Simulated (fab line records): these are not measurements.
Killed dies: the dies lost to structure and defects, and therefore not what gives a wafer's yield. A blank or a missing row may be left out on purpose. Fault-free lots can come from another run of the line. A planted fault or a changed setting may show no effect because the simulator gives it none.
Chamber matching / flow n5_finfet / N5_BEOL_M6_ALD_77 on ald_metal-04: 4 sister chambers
The step deposits TaN, target thk 2 nm, pulse time 2 s, purge time 3 s. 16 wafers are shown with their chamber, then 8 later ones without.

WAFERS PAIRED WITH THEIR CHAMBERS
wafer=L075.2; chamber=0; heater_power_w (W)=467
wafer=L075.3; chamber=3; heater_power_w (W)=469
wafer=L075.6; chamber=2; heater_power_w (W)=426
wafer=L081.1; chamber=3; heater_power_w (W)=466
wafer=L081.2; chamber=2; heater_power_w (W)=418
wafer=L081.4; chamber=0; heater_power_w (W)=443
wafer=L080.1; chamber=3; heater_power_w (W)=457
wafer=L080.3; chamber=0; heater_power_w (W)=463
wafer=L080.5; chamber=2; heater_power_w (W)=430
wafer=L086.1; chamber=2; heater_power_w (W)=432
wafer=L086.3; chamber=3; heater_power_w (W)=458
wafer=L086.6; chamber=0; heater_power_w (W)=460
wafer=L087.2; chamber=2; heater_power_w (W)=426
wafer=L087.5; chamber=0; heater_power_w (W)=461
wafer=L087.6; chamber=1; heater_power_w (W)=358
wafer=L089.1; chamber=3; heater_power_w (W)=459

SIGNATURES (averages over the wafers above)
reading=heater_power_w; chamber 0=458.80; chamber 1=358.00; chamber 2=426.40; chamber 3=461.80; scatter within a chamber=6.9
Rule: distance of a wafer from a chamber = root of the sum over the readings of ((wafer's reading minus chamber's mean) / reading's scatter) squared. If the next closest chamber is less than 2 further off than the closest, the wafer can't be placed; otherwise it belongs to the closest. How the scatter is found: for the shown wafers, subtract from each reading the mean of its chamber, square and add these, divide the total by (wafers less chambers), then take the root.

WAFERS WITHOUT THEIR CHAMBER
wafer=L089.4; heater_power_w (W)=453
wafer=L089.6; heater_power_w (W)=414
wafer=L093.3; heater_power_w (W)=357
wafer=L093.5; heater_power_w (W)=468
wafer=L093.6; heater_power_w (W)=431
wafer=L094.2; heater_power_w (W)=463
wafer=L094.3; heater_power_w (W)=433
wafer=L094.6; heater_power_w (W)=466

CHAMBER TAKEN BY EACH
wafer=L089.4; from the rows above=can't be placed: 0 or 3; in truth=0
wafer=L089.6; from the rows above=2; in truth=2
wafer=L093.3; from the rows above=1; in truth=1
wafer=L093.5; from the rows above=can't be placed: 3 or 0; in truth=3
wafer=L093.6; from the rows above=2; in truth=2
wafer=L094.2; from the rows above=can't be placed: 3 or 0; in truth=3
wafer=L094.3; from the rows above=2; in truth=2
wafer=L094.6; from the rows above=can't be placed: 3 or 0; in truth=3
Correct placement for 4 of the 8. Can't be placed from these rows: 4 (the true chamber is among the candidates in 4). Wrongly placed: 0.
